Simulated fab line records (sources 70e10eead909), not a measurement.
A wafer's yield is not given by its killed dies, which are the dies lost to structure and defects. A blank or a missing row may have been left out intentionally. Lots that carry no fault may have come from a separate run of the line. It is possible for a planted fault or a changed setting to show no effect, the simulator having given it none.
Struck lot and sound lot, side by side | flow nand-harc | 14 out of 1159 route steps
Sound: these wafers, L614.2, L614.4, L614.5. Struck: wafers L602.2, L602.3, L602.4. The cause comes at the end.
Each step with rows lists, per side, the tool, then ch with its chambers, then its first start. Under that, the readings that differ: sound wafers | struck wafers | difference of the means | sigmas: that difference in standard deviations of wafers without a fault.
alike: readings with means less than 2 such deviations apart, plus words and numbers identical on both sides. not compared: withheld readings, readings lacking a value on some wafer, bounds such as >300 that could conceal the same value, and numbers that have no deviation in the record and whose values overlap.
A row with sigmas, a row that says differs or no value, or rows on one side alone: a step with any of these is where the two part. When numbers do not overlap yet have no deviation, they are printed without sigmas and do not part them. Lack of a reading on every wafer of one side parts them only where that side has two or more wafers.

NHARC_A_STAIRCASE_STRIP_316: strips in O2.
  sound on rie-diel-10 ch 0,2; struck on rie-diel-13 ch 0,1,2
  alike: drypump-motor-current-A, oes-product-au, rf-vpp-V, showerhead-plenum-p-Torr, throttle-valve-pct
  not compared: rf-hours-counter-h
then, 3 steps without rows for these wafers: NHARC_A_STAIRCASE_STRIP_317 (strips in SPM, time 900 s); NHARC_A_STAIRCASE_PRECLEAN_318 (cleans in SC1); NHARC_A_STAIRCASE_SRD_329.
NHARC_A_STAIRCASE_ALD_415: deposits SiO2, target thk 30 nm, pulse time 6 s, ald cycles 300.
  sound on ald-hk-01 ch 0,1,2, day 15 16:23; struck on ald-hk-04 ch 0,1,3, day 12 12:26
  alike: heater-power-outer-w, heater-power-w, precursor-pulse-height-rel
NHARC_A_STAIRCASE_ETCHBACK_416: etches the open film in C4F8/O2/Ar, target depth 36 nm, time 7.2 s.
  sound on rie-diel-13 ch 0,1,3; struck on rie-diel-09 ch 0,1,2
  reading               | sound          | struck         | difference | sigmas
  oes-product-au (a.u.) | 1.00 1.00 1.01 | 0.92 0.93 0.92 | -0.08      | -2
  alike: rf-vpp-V
  not compared: rf-hours-counter-h
NHARC_A_STAIRCASE_STRIP_476: strips in O2, time 20 s.
  sound on rie-diel-13 ch 2,3, day 15 18:23; struck on rie-diel-09 ch 0,1,2, day 12 14:37
  alike: drypump-motor-current-A, oes-product-au, rf-vpp-V, showerhead-plenum-p-Torr, throttle-valve-pct
  not compared: rf-hours-counter-h
NHARC_A_STAIRCASE_DEP_417: deposits Si3N4, target thk 60 nm.
  sound on pecvd-04 ch 1,2, day 15 18:34; struck on pecvd-02 ch 0,2, day 12 14:42
  alike: heater-power-w
then, 3 steps without rows for these wafers: NHARC_A_STAIRCASE_WET_418 (chemistry H3PO4, target depth 20 nm); NHARC_A_STAIRCASE_PRECLEAN_419 (cleans in SC1); NHARC_A_STAIRCASE_SRD_421.
NHARC_A_STAIRCASE_ALD_420: deposits SiO2, target thk 20 nm, pulse time 6 s, ald cycles 200.
  sound on ald-hk-01 ch 1,2, day 16 04:43; struck on ald-hk-04 ch 0,2,3, day 12 17:40
  no value came back on the struck wafers for ald-cycles, heater-power-outer-w (W), heater-power-w (W), precursor-pulse-height-rel; on the sound wafers ald-cycles reads 200 200 200
then, 1 step without rows for these wafers: NHARC_A_STAIRCASE_CVD_552 (deposits SiNx, target thk 40 nm).
-- jump in the record: it breaks off in module A_STAIRCASE and resumes in module END (first step shown: number 1159 of the route), and 7 days separate the struck wafers' starts before and after --
NHARC_END_SORT_01:
  here the record holds rows for the struck wafers (prober-02 ch 0, day 19 22:32) but none for the sound ones

WHERE THEY PART
At NHARC_A_STAIRCASE_ETCHBACK_416 first; at NHARC_END_SORT_01 last (within this record only).

WHY: what had been put in by the simulator
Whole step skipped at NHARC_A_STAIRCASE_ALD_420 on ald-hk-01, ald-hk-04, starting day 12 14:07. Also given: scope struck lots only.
